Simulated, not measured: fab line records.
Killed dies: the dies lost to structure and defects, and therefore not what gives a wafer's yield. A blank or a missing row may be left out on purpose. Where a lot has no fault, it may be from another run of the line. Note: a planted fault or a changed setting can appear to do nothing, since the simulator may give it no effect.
Matching of chambers | flow n5-finfet | N5_MOL_CONTACT_COAG_DESCUM_45 on rie-diel-03 has 4 sister chambers
The step chemistry O2, time 7 s. 8 wafers are shown with their chamber, then 12 later ones without.

## EACH WAFER AND ITS CHAMBER
wafer  | chamber | drypump-motor-current-A (A) | showerhead-plenum-p-Torr (Torr)
L077.5 | 2       | 5.6                         | 2.14
L080.5 | 0       | 5.4                         | 2.22
L081.2 | 1       | 6.1                         | 2.14
L081.4 | 3       | 6.0                         | 2.09
L081.5 | 3       | 6.0                         | 2.09
L087.1 | 2       | 5.6                         | 2.13
L087.2 | 1       | 6.1                         | 2.14
L087.3 | 0       | 5.5                         | 2.22

## WAFERS WITHOUT THEIR CHAMBER
wafer  | drypump-motor-current-A (A) | showerhead-plenum-p-Torr (Torr)
L087.4 | 6.0                         | 2.09
L087.5 | 6.1                         | 2.14
L087.6 | 5.4                         | 2.22
L088.2 | 5.6                         | 2.13
L088.4 | 6.0                         | 2.09
L088.5 | 5.4                         | 2.22
L093.2 | 6.0                         | 2.09
L093.3 | 5.6                         | 2.13
L093.4 | 6.1                         | 2.13
L097.2 | 6.0                         | 2.08
L097.4 | 5.5                         | 2.21
L097.5 | 6.0                         | 2.08

## CHAMBER TAKEN BY EACH
wafer  | from the rows above | in truth
L087.4 | 3                   | 3
L087.5 | 1                   | 1
L087.6 | 0                   | 0
L088.2 | 2                   | 2
L088.4 | 3                   | 3
L088.5 | 0                   | 0
L093.2 | 3                   | 3
L093.3 | 2                   | 2
L093.4 | 1                   | 1
L097.2 | 3                   | 3
L097.4 | 0                   | 0
L097.5 | 3                   | 3
Placed correctly: 12 of 12. Left unplaced by these rows: 0. Wrongly placed: 0.
How it was worked out, from the rows above alone: a wafer's distance from a chamber is the root of the sum, over the readings, of the square of ((its reading less the chamber's mean) divided by the reading's scatter). If the next closest chamber is less than 2 further off than the closest, the wafer can't be placed; otherwise it belongs to the closest. For every chamber, the mean is computed from those of its wafers that are shown. How the scatter is found: for the shown wafers, subtract from each reading the mean of its chamber, square and add these, divide the total by (wafers less chambers), then take the root.
